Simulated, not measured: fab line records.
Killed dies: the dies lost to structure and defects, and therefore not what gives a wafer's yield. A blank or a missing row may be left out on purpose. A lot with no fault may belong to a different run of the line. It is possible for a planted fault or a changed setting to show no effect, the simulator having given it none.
Matching of chambers | flow nandHarc | NHARC_A_CHANNEL_HOLE_D1_DEP_01 on pecvd-03: 3 sister chambers
The step deposits SiON, target thk 140 nm. 22 wafers are shown with their chamber, then 11 later ones without.

== WAFERS WITH THEIR CHAMBER ==
wafer  | chamber | heaterPowerW (W)
L079.2 | 1       | 785
L079.4 | 0       | 635
L079.6 | 1       | 771
L080.1 | 0       | 617
L080.4 | 2       | 792
L080.6 | 0       | 613
L081.1 | 2       | 815
L081.4 | 2       | 800
L081.6 | 2       | 817
L081.2 | 1       | 750
L081.3 | 1       | 760
L081.5 | 1       | 793
L082.2 | 1       | 714
L082.3 | 2       | 797
L082.5 | 2       | 774
L083.1 | 2       | 867
L083.2 | 1       | 706
L083.3 | 1       | 694
L083.4 | 2       | 837
L083.5 | 2       | 868
L083.6 | 1       | 712
L089.2 | 0       | 558

SIGNATURES (averages over the wafers above)
reading      | chamber 0 | chamber 1 | chamber 2 | scatter within a chamber
heaterPowerW | 605.75    | 742.78    | 818.56    | 34.7
Rule: a wafer's distance from a chamber is the root of the sum, over the readings, of the square of ((its reading less the chamber's mean) divided by the reading's scatter). The wafer belongs to the nearest chamber; if the next one is less than 2 further off, it can't be placed. The scatter: take each reading less its chamber's mean, square it, sum over the shown wafers, divide by the number of wafers less the number of chambers, and take the root.

== WAFERS WITHOUT THEIR CHAMBER ==
wafer  | heaterPowerW (W)
L089.3 | 740
L089.5 | 752
L088.1 | 868
L088.4 | 529
L088.5 | 778
L091.2 | 743
L091.4 | 543
L091.5 | 728
L092.2 | 516
L092.5 | 773
L092.6 | 859

== WHICH CHAMBER EACH WENT THROUGH ==
wafer  | from the rows above     | in truth
L089.3 | 1                       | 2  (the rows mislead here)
L089.5 | can't be placed: 1 or 2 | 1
L088.1 | 2                       | 2
L088.4 | 0                       | 0
L088.5 | can't be placed: 1 or 2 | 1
L091.2 | 1                       | 1
L091.4 | 0                       | 0
L091.5 | 1                       | 1
L092.2 | 0                       | 0
L092.5 | can't be placed: 1 or 2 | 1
L092.6 | 2                       | 2
Correct placement for 7 of the 11. Unplaceable from these rows: 3, with the true chamber sitting among the candidates in 3. Number placed wrongly: 1.
